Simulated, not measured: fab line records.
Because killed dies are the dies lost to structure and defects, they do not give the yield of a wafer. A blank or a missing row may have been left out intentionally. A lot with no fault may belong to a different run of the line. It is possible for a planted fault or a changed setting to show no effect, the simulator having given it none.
The same fault as seen by 2 desks -- flow nand-harc -- each desk has only its own numbers; what lay behind them comes last

## DESK OF THE TOOL OWNER: pecvd-03
The tool's own readings at NHARC_A_CHANNEL_HOLE_D1_DEP_01 (deposits SiON, target thk 140 nm): means of the sampled wafers that have a number, for each lot that ran on this tool. Marked OUT: a lot whose mean sits more than 4 standard deviations from the usual mean, which makes it out of limits; the brackets give that distance.
Columns: A = heater-power-w at NHARC_A_CHANNEL_HOLE_D1_DEP_01, usual 762 W; B = rf-fwd-power-W at NHARC_A_CHANNEL_HOLE_D1_DEP_01, usual 348.2 W
lot,first seen here,A,B
L994,day 10 21:35,801,348.1
L993,day 10 23:25,756,347.8
L101,day 11 13:08,800,348.3
L112,day 13 01:09,784,348.3
L113,day 13 18:07,805,346.4
Finding of this desk: none of the 5 lots has anything out of limits.

## THE DEFECT DESK
Lot by lot, what the route's inspections counted, given as the mean of those sampled wafers with a number. Marked OUT: a lot whose mean sits more than 4 standard deviations from the usual mean, which makes it out of limits; the brackets give that distance.
Columns: A = raw-defect-count at NHARC_A_CHANNEL_HOLE_D1_INSPECT_12, usual 5.2; B = raw-defect-count at NHARC_A_CHANNEL_HOLE_D1_INSPECT_40, usual 57
lot,first seen here,A,B
L994,day 10 22:26,5.3,72
L995,day 10 22:56,4.3,45
L993,day 11 00:16,7.0,53
L997,day 11 10:06,3.0,60
L101,day 11 13:59,2.7,52
L100,day 11 14:08,6.3,49
L104,day 11 19:01,7.7,67
L111,day 13 01:09,3.0,65
L112,day 13 01:59,391.0 (+99 or more) OUT,435 (+25) OUT
L113,day 13 18:48,199.7 (+72) OUT,260 (+14) OUT
This desk finds L112, L113 out of limits, L112 being first, at day 13 01:59 (raw-defect-count at NHARC_A_CHANNEL_HOLE_D1_INSPECT_12). In limits: L994, L995, L993, L997, L101, L100, L104, L111.

## ALL TOGETHER
The defect desk could have raised an alarm at day 13 01:59, on L112, L113.
The desk of the tool owner found nothing out of limits.
Tool owner's desk: L112, L113 on record, inside its limits.
All the named lots went through NHARC_A_CHANNEL_HOLE_D1_DEP_01 on pecvd-03.

## WHAT THE SIMULATOR HAD INSERTED
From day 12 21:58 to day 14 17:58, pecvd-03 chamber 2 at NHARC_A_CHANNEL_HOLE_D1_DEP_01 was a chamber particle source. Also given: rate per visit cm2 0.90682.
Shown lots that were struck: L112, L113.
Hours from the fault's start to each desk's first reading out of limits: the defect desk, 4.
